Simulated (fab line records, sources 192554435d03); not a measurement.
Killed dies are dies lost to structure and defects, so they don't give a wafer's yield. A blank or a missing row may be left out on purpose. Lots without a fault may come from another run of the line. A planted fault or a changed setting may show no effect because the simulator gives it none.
Chamber matching | flow n5_finfet | N5_SD_EPI_N_ETCH_35 on rie_diel-05: 4 sister chambers
The step etches SOC in N2/H2, overetch 108 nm, time 486 s. 4 wafers are shown with their chamber, then 7 later ones without.

WAFERS WITH THEIR CHAMBER
wafer  | chamber | showerhead_plenum_p_Torr (Torr)
L083.4 | 0       | 2.40
L085.5 | 3       | 2.52
L087.1 | 1       | 2.66
L087.2 | 2       | 2.60

WAFERS WITHOUT THEIR CHAMBER
wafer  | showerhead_plenum_p_Torr (Torr)
L087.3 | 2.51
L089.1 | 2.51
L089.4 | 2.66
L089.6 | 2.72
L095.2 | 2.66
L095.4 | 2.71
L095.5 | 2.71

WHICH CHAMBER EACH WENT THROUGH
wafer  | from the rows above     | in truth
L087.3 | 3                       | 3
L089.1 | 3                       | 3
L089.4 | can't be placed: 1 or 2 | 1
L089.6 | can't be placed: 1 or 2 | 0
L095.2 | can't be placed: 1 or 2 | 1
L095.4 | can't be placed: 1 or 2 | 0
L095.5 | can't be placed: 1 or 2 | 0
Placed correctly: 2 of 7. Can't be placed from these rows: 5 (the true chamber is among the candidates in 2). Placed wrongly: 0.
How it was worked out, from the rows above alone: a wafer's distance from a chamber is the root of the sum, over the readings, of the square of ((its reading less the chamber's mean) divided by the reading's scatter). The wafer belongs to the nearest chamber; if the next one is less than 2 further off, it can't be placed. A chamber's mean is the mean of its shown wafers. The scatter: with one shown wafer a chamber, the root of the mean of the squares of how far each hidden wafer lies from its nearest shown one.
